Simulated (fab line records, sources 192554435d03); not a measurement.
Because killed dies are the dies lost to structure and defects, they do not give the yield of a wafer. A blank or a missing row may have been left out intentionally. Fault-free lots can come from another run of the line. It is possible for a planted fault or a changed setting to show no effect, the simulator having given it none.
Which of the tools did it? || flow n5Finfet || 23 wafers from 9 lots sampled at 7 of the route's 1938 steps

== WHAT THE GAUGES READ, wafer by wafer ==
N5_BEOL_M10_OCD_MEAS_38.
{"lot": "L860", "measured": "day 9 18:13", "on": "ocd-02", "trenchDepthNm (nm)": "154 153 153"}
{"lot": "L862", "measured": "day 10 07:41", "on": "ocd-01", "trenchDepthNm (nm)": "143 154"}
{"lot": "L871", "measured": "day 12 15:09", "on": "ocd-01", "trenchDepthNm (nm)": 173}
{"lot": "L870", "measured": "day 12 17:19", "on": "ocd-01", "trenchDepthNm (nm)": "149 154"}
{"lot": "L873", "measured": "day 13 08:25", "on": "ocd-01", "trenchDepthNm (nm)": "155 153 145"}
{"lot": "L876", "measured": "day 14 01:42", "on": "ocd-02", "trenchDepthNm (nm)": "143 151 150"}
{"lot": "L879", "measured": "day 15 10:39", "on": "ocd-01", "trenchDepthNm (nm)": "147 152 144"}
{"lot": "L880", "measured": "day 15 09:28", "on": "ocd-02", "trenchDepthNm (nm)": "144 154 147"}
{"lot": "L883", "measured": "day 15 22:40", "on": "ocd-02", "trenchDepthNm (nm)": "150 152 149"}

N5_BEOL_M10_THK_MEAS_53: measures by xrf.
{"lot": "L860", "measured": "day 9 20:39", "on": "filmMetro-02", "M10_THK (nm)": "146 147 146"}
{"lot": "L862", "measured": "day 10 09:57", "on": "filmMetro-02", "M10_THK (nm)": "134 145"}
{"lot": "L871", "measured": "day 12 17:44", "on": "filmMetro-01", "M10_THK (nm)": 165}
{"lot": "L870", "measured": "day 12 20:10", "on": "filmMetro-02", "M10_THK (nm)": "141 147"}
{"lot": "L873", "measured": "day 13 10:39", "on": "filmMetro-01", "M10_THK (nm)": "147 143 135"}
{"lot": "L876", "measured": "day 14 05:49", "on": "filmMetro-02", "M10_THK (nm)": "135 145 144"}
{"lot": "L879", "measured": "day 15 14:28", "on": "filmMetro-02", "M10_THK (nm)": "140 143 136"}
{"lot": "L880", "measured": "day 15 12:35", "on": "filmMetro-01", "M10_THK (nm)": "136 146 139"}
{"lot": "L883", "measured": "day 16 01:05", "on": "filmMetro-02", "M10_THK (nm)": "143 143 141"}

N5_BEOL_M10_RS_MEAS_57: measures by four-point-probe.
{"lot": "L860", "measured": "day 9 20:49", "on": "filmMetro-01", "M10_RS (ohm/sq)": "0.145 0.145 0.146"}
{"lot": "L862", "measured": "day 10 10:07", "on": "filmMetro-01", "M10_RS (ohm/sq)": "0.160 0.146"}
{"lot": "L871", "measured": "day 12 17:52", "on": "filmMetro-01", "M10_RS (ohm/sq)": 0.127}
{"lot": "L870", "measured": "day 12 20:18", "on": "filmMetro-01", "M10_RS (ohm/sq)": "0.152 0.146"}
{"lot": "L873", "measured": "day 13 10:47", "on": "filmMetro-02", "M10_RS (ohm/sq)": "0.145 0.149 0.159"}
{"lot": "L876", "measured": "day 14 05:58", "on": "filmMetro-02", "M10_RS (ohm/sq)": "0.160 0.149 0.150"}
{"lot": "L879", "measured": "day 15 14:36", "on": "filmMetro-02", "M10_RS (ohm/sq)": "0.152 0.149 0.158"}
{"lot": "L880", "measured": "day 15 12:43", "on": "filmMetro-01", "M10_RS (ohm/sq)": "0.157 0.144 0.153"}
{"lot": "L883", "measured": "day 16 01:13", "on": "filmMetro-02", "M10_RS (ohm/sq)": "0.149 0.149 0.151"}

== WHICH TOOL RAN EACH LOT (tool, then ch and the chambers of the sampled wafers, then the start) ==
{"lot": "L860", "N5_BEOL_M10_ETCH_62": "rieDiel-04 ch 0,1,2, day 9 15:44", "N5_BEOL_M10_STRIP_19": "rieDiel-05 ch 0,2,3, day 9 16:02", "N5_BEOL_M10_ETCH_65": "rieDiel-06 ch 2,3, day 9 17:46", "N5_BEOL_M10_TRENCH_ETCH_37": "rieDiel-06 ch 2,3, day 9 18:02"}
{"lot": "L862", "N5_BEOL_M10_ETCH_62": "rieDiel-06 ch 0,2, day 10 04:53", "N5_BEOL_M10_STRIP_19": "rieDiel-05 ch 1,3, day 10 05:16", "N5_BEOL_M10_ETCH_65": "rieDiel-06 ch 0,3, day 10 07:13", "N5_BEOL_M10_TRENCH_ETCH_37": "rieDiel-06 ch 0,3, day 10 07:30"}
{"lot": "L871", "N5_BEOL_M10_ETCH_62": "rieDiel-05 ch 3, day 12 11:08", "N5_BEOL_M10_STRIP_19": "rieDiel-04 ch 3, day 12 11:31", "N5_BEOL_M10_ETCH_65": "rieDiel-06 ch 0, day 12 14:43", "N5_BEOL_M10_TRENCH_ETCH_37": "rieDiel-06 ch 0, day 12 14:59"}
{"lot": "L870", "N5_BEOL_M10_ETCH_62": "rieDiel-04 ch 0, day 12 15:57", "N5_BEOL_M10_STRIP_19": "rieDiel-04 ch 2,3, day 12 16:14", "N5_BEOL_M10_ETCH_65": "rieDiel-05 ch 1,3, day 12 16:51", "N5_BEOL_M10_TRENCH_ETCH_37": "rieDiel-05 ch 1,3, day 12 17:07"}
{"lot": "L873", "N5_BEOL_M10_ETCH_62": "rieDiel-04 ch 0,1,3, day 13 07:08", "N5_BEOL_M10_STRIP_19": "rieDiel-04 ch 0,2,3, day 13 07:28", "N5_BEOL_M10_ETCH_65": "rieDiel-04 ch 0,1,2, day 13 07:57", "N5_BEOL_M10_TRENCH_ETCH_37": "rieDiel-04 ch 0,1,2, day 13 08:14"}
{"lot": "L876", "N5_BEOL_M10_ETCH_62": "rieDiel-05 ch 1,3, day 13 23:18", "N5_BEOL_M10_STRIP_19": "rieDiel-05 ch 0,3, day 13 23:44", "N5_BEOL_M10_ETCH_65": "rieDiel-04 ch 1,2,3, day 14 01:14", "N5_BEOL_M10_TRENCH_ETCH_37": "rieDiel-04 ch 1,2,3, day 14 01:31"}
{"lot": "L879", "N5_BEOL_M10_ETCH_62": "rieDiel-05 ch 1,2,3, day 15 05:39", "N5_BEOL_M10_STRIP_19": "rieDiel-06 ch 1,2,3, day 15 05:59", "N5_BEOL_M10_ETCH_65": "rieDiel-04 ch 1,2,3, day 15 10:12", "N5_BEOL_M10_TRENCH_ETCH_37": "rieDiel-04 ch 1,2,3, day 15 10:28"}
{"lot": "L880", "N5_BEOL_M10_ETCH_62": "rieDiel-06 ch 0,1,3, day 15 05:49", "N5_BEOL_M10_STRIP_19": "rieDiel-05 ch 1,3, day 15 06:09", "N5_BEOL_M10_ETCH_65": "rieDiel-04 ch 0,2,3, day 15 09:00", "N5_BEOL_M10_TRENCH_ETCH_37": "rieDiel-04 ch 0,2,3, day 15 09:17"}
{"lot": "L883", "N5_BEOL_M10_ETCH_62": "rieDiel-04 ch 0,2, day 15 20:58", "N5_BEOL_M10_STRIP_19": "rieDiel-04 ch 0,2,3, day 15 21:16", "N5_BEOL_M10_ETCH_65": "rieDiel-05 ch 1,2, day 15 22:13", "N5_BEOL_M10_TRENCH_ETCH_37": "rieDiel-05 ch 1,2, day 15 22:29"}
- N5_BEOL_M10_ETCH_62: etches SOC in N2/H2, target depth 110 nm, overetch 22 nm, time 165 s.
- N5_BEOL_M10_STRIP_19: strips in O2.
- N5_BEOL_M10_ETCH_65: etches SiARC in CF4, target depth 39 nm, time 65 s.
- N5_BEOL_M10_TRENCH_ETCH_37: etches SiCOH lowk in C4F6/O2, target depth 148.83 nm, time 48 s.

== WHAT THE TOOLS THEMSELVES READ (means of the sampled wafers that have a number; where no wafer has one, the mark that the record gives instead) ==
N5_BEOL_M10_ETCH_62.
{"lot": "L860", "tool": "rieDiel-04", "drypumpMotorCurrentA (A)": 5.3, "oesProductAu (a.u.)": 0.64, "rfFwdPowerW (W)": 836.9, "rfVppV (V)": 524.6, "showerheadPlenumPTorr (Torr)": 2.57, "throttleValvePct (%)": 18.05}
{"lot": "L862", "tool": "rieDiel-06", "drypumpMotorCurrentA (A)": 5.9, "oesProductAu (a.u.)": 0.64, "rfFwdPowerW (W)": 836.7, "rfVppV (V)": 525.2, "showerheadPlenumPTorr (Torr)": 2.61, "throttleValvePct (%)": 17.68}
{"lot": "L871", "tool": "rieDiel-05", "drypumpMotorCurrentA (A)": 5.6, "oesProductAu (a.u.)": 0.73, "rfFwdPowerW (W)": 840.1, "rfVppV (V)": 529.5, "showerheadPlenumPTorr (Torr)": 2.72, "throttleValvePct (%)": 17.87}
{"lot": "L870", "tool": "rieDiel-04", "drypumpMotorCurrentA (A)": 5.9, "oesProductAu (a.u.)": 0.73, "rfFwdPowerW (W)": 838.0, "rfVppV (V)": 522.0, "showerheadPlenumPTorr (Torr)": 2.50, "throttleValvePct (%)": 17.76}
{"lot": "L873", "tool": "rieDiel-04", "drypumpMotorCurrentA (A)": 5.5, "oesProductAu (a.u.)": 0.74, "rfFwdPowerW (W)": 835.6, "rfVppV (V)": 522.9, "showerheadPlenumPTorr (Torr)": 2.51, "throttleValvePct (%)": 17.68}
{"lot": "L876", "tool": "rieDiel-05", "drypumpMotorCurrentA (A)": 5.3, "oesProductAu (a.u.)": 0.74, "rfFwdPowerW (W)": 836.8, "rfVppV (V)": 525.7, "showerheadPlenumPTorr (Torr)": 2.63, "throttleValvePct (%)": 17.77}
{"lot": "L879", "tool": "rieDiel-05", "drypumpMotorCurrentA (A)": 5.7, "oesProductAu (a.u.)": 0.70, "rfFwdPowerW (W)": 838.5, "rfVppV (V)": 526.6, "showerheadPlenumPTorr (Torr)": 2.65, "throttleValvePct (%)": 17.82}
{"lot": "L880", "tool": "rieDiel-06", "drypumpMotorCurrentA (A)": 5.9, "oesProductAu (a.u.)": 0.66, "rfFwdPowerW (W)": 836.9, "rfVppV (V)": 522.0, "showerheadPlenumPTorr (Torr)": 2.50, "throttleValvePct (%)": 17.76}
{"lot": "L883", "tool": "rieDiel-04", "drypumpMotorCurrentA (A)": 5.2, "oesProductAu (a.u.)": 0.73, "rfFwdPowerW (W)": 837.2, "rfVppV (V)": 523.5, "showerheadPlenumPTorr (Torr)": 2.56, "throttleValvePct (%)": 17.87}

N5_BEOL_M10_STRIP_19.
{"lot": "L860", "tool": "rieDiel-05", "drypumpMotorCurrentA (A)": 6.0, "o2FlowSccm (sccm)": 224.9, "oesProductAu (a.u.)": 0.81, "rfVppV (V)": 3.8, "showerheadPlenumPTorr (Torr)": 2.20, "throttleValvePct (%)": 16.52}
{"lot": "L862", "tool": "rieDiel-05", "drypumpMotorCurrentA (A)": 5.4, "o2FlowSccm (sccm)": 224.8, "oesProductAu (a.u.)": 0.93, "rfVppV (V)": 3.4, "showerheadPlenumPTorr (Torr)": 2.19, "throttleValvePct (%)": 16.45}
{"lot": "L871", "tool": "rieDiel-04", "drypumpMotorCurrentA (A)": 5.4, "o2FlowSccm (sccm)": 225.0, "oesProductAu (a.u.)": 0.87, "rfVppV (V)": 3.5, "showerheadPlenumPTorr (Torr)": 2.07, "throttleValvePct (%)": 16.60}
{"lot": "L870", "tool": "rieDiel-04", "drypumpMotorCurrentA (A)": 5.1, "o2FlowSccm (sccm)": 224.9, "oesProductAu (a.u.)": 0.91, "rfVppV (V)": 3.8, "showerheadPlenumPTorr (Torr)": 2.11, "throttleValvePct (%)": 16.62}
{"lot": "L873", "tool": "rieDiel-04", "drypumpMotorCurrentA (A)": 5.4, "o2FlowSccm (sccm)": 224.2, "oesProductAu (a.u.)": 0.88, "rfVppV (V)": 3.6, "showerheadPlenumPTorr (Torr)": 2.09, "throttleValvePct (%)": 16.57}
{"lot": "L876", "tool": "rieDiel-05", "drypumpMotorCurrentA (A)": 5.8, "o2FlowSccm (sccm)": 225.1, "oesProductAu (a.u.)": 0.79, "rfVppV (V)": 3.3, "showerheadPlenumPTorr (Torr)": 2.19, "throttleValvePct (%)": 16.52}
{"lot": "L879", "tool": "rieDiel-06", "drypumpMotorCurrentA (A)": 6.0, "o2FlowSccm (sccm)": 225.4, "oesProductAu (a.u.)": 0.78, "rfVppV (V)": 4.3, "showerheadPlenumPTorr (Torr)": 2.08, "throttleValvePct (%)": 16.51}
{"lot": "L880", "tool": "rieDiel-05", "drypumpMotorCurrentA (A)": 5.5, "o2FlowSccm (sccm)": 224.8, "oesProductAu (a.u.)": 0.84, "rfVppV (V)": 4.5, "showerheadPlenumPTorr (Torr)": 2.19, "throttleValvePct (%)": 16.55}
{"lot": "L883", "tool": "rieDiel-04", "drypumpMotorCurrentA (A)": 5.4, "o2FlowSccm (sccm)": 225.4, "oesProductAu (a.u.)": 0.84, "rfVppV (V)": 3.5, "showerheadPlenumPTorr (Torr)": 2.08, "throttleValvePct (%)": 16.61}

N5_BEOL_M10_ETCH_65.
{"lot": "L860", "tool": "rieDiel-06", "drypumpMotorCurrentA (A)": 6.0, "etchRfOnTimeS (s)": 62.3, "oesProductAu (a.u.)": 0.64, "rfFwdPowerW (W)": 537, "rfVppV (V)": 184.2, "showerheadPlenumPTorr (Torr)": 2.19, "throttleValvePct (%)": 15.45}
{"lot": "L862", "tool": "rieDiel-06", "drypumpMotorCurrentA (A)": 5.8, "etchRfOnTimeS (s)": 64.7, "oesProductAu (a.u.)": 0.63, "rfFwdPowerW (W)": 542, "rfVppV (V)": 184.2, "showerheadPlenumPTorr (Torr)": 2.15, "throttleValvePct (%)": 15.71}
{"lot": "L871", "tool": "rieDiel-06", "drypumpMotorCurrentA (A)": 5.7, "etchRfOnTimeS (s)": 68.4, "oesProductAu (a.u.)": 0.61, "rfFwdPowerW (W)": 543, "rfVppV (V)": 185.2, "showerheadPlenumPTorr (Torr)": 2.14, "throttleValvePct (%)": 15.55}
{"lot": "L870", "tool": "rieDiel-05", "drypumpMotorCurrentA (A)": 5.4, "etchRfOnTimeS (s)": 63.8, "oesProductAu (a.u.)": 0.77, "rfFwdPowerW (W)": 536, "rfVppV (V)": 186.1, "showerheadPlenumPTorr (Torr)": 2.22, "throttleValvePct (%)": 15.44}
{"lot": "L873", "tool": "rieDiel-04", "drypumpMotorCurrentA (A)": 5.3, "etchRfOnTimeS (s)": 64.2, "oesProductAu (a.u.)": 0.77, "rfFwdPowerW (W)": 537, "rfVppV (V)": 184.5, "showerheadPlenumPTorr (Torr)": 2.15, "throttleValvePct (%)": 15.48}
{"lot": "L876", "tool": "rieDiel-04", "drypumpMotorCurrentA (A)": 5.1, "etchRfOnTimeS (s)": 64.9, "oesProductAu (a.u.)": 0.76, "rfFwdPowerW (W)": 535, "rfVppV (V)": 182.9, "showerheadPlenumPTorr (Torr)": 2.15, "throttleValvePct (%)": 15.54}
{"lot": "L879", "tool": "rieDiel-04", "drypumpMotorCurrentA (A)": 5.1, "etchRfOnTimeS (s)": 66.1, "oesProductAu (a.u.)": 0.75, "rfFwdPowerW (W)": 536, "rfVppV (V)": 184.0, "showerheadPlenumPTorr (Torr)": 2.15, "throttleValvePct (%)": 15.55}
{"lot": "L880", "tool": "rieDiel-04", "drypumpMotorCurrentA (A)": 5.4, "etchRfOnTimeS (s)": 65.2, "oesProductAu (a.u.)": 0.72, "rfFwdPowerW (W)": 537, "rfVppV (V)": 184.1, "showerheadPlenumPTorr (Torr)": 2.11, "throttleValvePct (%)": 15.45}
{"lot": "L883", "tool": "rieDiel-05", "drypumpMotorCurrentA (A)": 5.9, "etchRfOnTimeS (s)": 63.1, "oesProductAu (a.u.)": 0.69, "rfFwdPowerW (W)": 539, "rfVppV (V)": 185.5, "showerheadPlenumPTorr (Torr)": 2.22, "throttleValvePct (%)": 15.64}

N5_BEOL_M10_TRENCH_ETCH_37.
{"lot": "L860", "tool": "rieDiel-06", "drypumpMotorCurrentA (A)": 6.0, "oes_f_703_au (a.u.)": 0.76, "oesProductAu (a.u.)": 0.75, "rfFwdPowerW (W)": 339.4, "rfVppV (V)": 676, "showerheadPlenumPTorr (Torr)": 2.91, "throttleValvePct (%)": 20.77}
{"lot": "L862", "tool": "rieDiel-06", "drypumpMotorCurrentA (A)": 5.8, "oes_f_703_au (a.u.)": 0.71, "oesProductAu (a.u.)": 0.73, "rfFwdPowerW (W)": 343.9, "rfVppV (V)": 706, "showerheadPlenumPTorr (Torr)": 2.85, "throttleValvePct (%)": 21.01}
{"lot": "L871", "tool": "rieDiel-06", "drypumpMotorCurrentA (A)": 5.7, "oes_f_703_au (a.u.)": 1.19, "oesProductAu (a.u.)": 0.82, "rfFwdPowerW (W)": 550.1, "rfVppV (V)": 565, "showerheadPlenumPTorr (Torr)": 2.85, "throttleValvePct (%)": 20.83}
{"lot": "L870", "tool": "rieDiel-05", "drypumpMotorCurrentA (A)": 5.4, "oes_f_703_au (a.u.)": 0.91, "oesProductAu (a.u.)": 0.89, "rfFwdPowerW (W)": 341.4, "rfVppV (V)": 651, "showerheadPlenumPTorr (Torr)": 2.95, "throttleValvePct (%)": 20.71}
{"lot": "L873", "tool": "rieDiel-04", "drypumpMotorCurrentA (A)": 5.3, "oes_f_703_au (a.u.)": 0.92, "oesProductAu (a.u.)": 0.90, "rfFwdPowerW (W)": 340.1, "rfVppV (V)": 657, "showerheadPlenumPTorr (Torr)": 2.86, "throttleValvePct (%)": 20.89}
{"lot": "L876", "tool": "rieDiel-04", "drypumpMotorCurrentA (A)": 5.1, "oes_f_703_au (a.u.)": 0.89, "oesProductAu (a.u.)": 0.89, "rfFwdPowerW (W)": 340.4, "rfVppV (V)": 665, "showerheadPlenumPTorr (Torr)": 2.86, "throttleValvePct (%)": 20.96}
{"lot": "L879", "tool": "rieDiel-04", "drypumpMotorCurrentA (A)": 5.1, "oes_f_703_au (a.u.)": 0.88, "oesProductAu (a.u.)": 0.87, "rfFwdPowerW (W)": 340.1, "rfVppV (V)": 665, "showerheadPlenumPTorr (Torr)": 2.86, "throttleValvePct (%)": 20.97}
{"lot": "L880", "tool": "rieDiel-04", "drypumpMotorCurrentA (A)": 5.4, "oes_f_703_au (a.u.)": 0.84, "oesProductAu (a.u.)": 0.85, "rfFwdPowerW (W)": 339.9, "rfVppV (V)": 663, "showerheadPlenumPTorr (Torr)": 2.81, "throttleValvePct (%)": 20.87}
{"lot": "L883", "tool": "rieDiel-05", "drypumpMotorCurrentA (A)": 6.0, "oes_f_703_au (a.u.)": 0.83, "oesProductAu (a.u.)": 0.80, "rfFwdPowerW (W)": 340.1, "rfVppV (V)": 638, "showerheadPlenumPTorr (Torr)": 2.95, "throttleValvePct (%)": 21.00}

== THE ANSWER, worked out from the rows above alone ==
Rule: usual is defined by the lots themselves. Put in order of their means at a reading, lots are off if they are a third of the lots or fewer, leave a main group of 4 or more, and stand apart from it by a gap of 3 or more times the standard deviation of the main group's means; of several such gaps the widest counts. Not used: any main group whose means are identical at the precision the tables above print for the reading. Also off: a lot with no number at a reading for which 4 or more lots have one. All remaining lots with rows at the step are treated as sound. First the gauges in route order, then the tools' own readings, where a lot's mean is used as printed above. The first step at which some lot is off is used, and at that step the reading that is off furthest; a lot without a number counts as furthest.
Off at N5_BEOL_M10_OCD_MEAS_38 (trenchDepthNm): L871. The main group: mean 150 nm, standard deviation 1.9.
If a tool, at a process step before that reading, ran all the lots that are off and no sound lot after the first of them, it fits. The gauges at N5_BEOL_M10_OCD_MEAS_38 aren't tried: what is off there is off at N5_BEOL_M10_THK_MEAS_53 too, on other tools, and a gauge's error can't cause that. One fits: N5_BEOL_M10_ETCH_65 and N5_BEOL_M10_TRENCH_ETCH_37 on rieDiel-06. At N5_BEOL_M10_ETCH_65 its last sound lot is L862 (day 10 07:13), its first lot that is off L871 (day 12 14:43): a fault that began between those two fits.

== WHAT THE SIMULATOR HAD PUT IN ==
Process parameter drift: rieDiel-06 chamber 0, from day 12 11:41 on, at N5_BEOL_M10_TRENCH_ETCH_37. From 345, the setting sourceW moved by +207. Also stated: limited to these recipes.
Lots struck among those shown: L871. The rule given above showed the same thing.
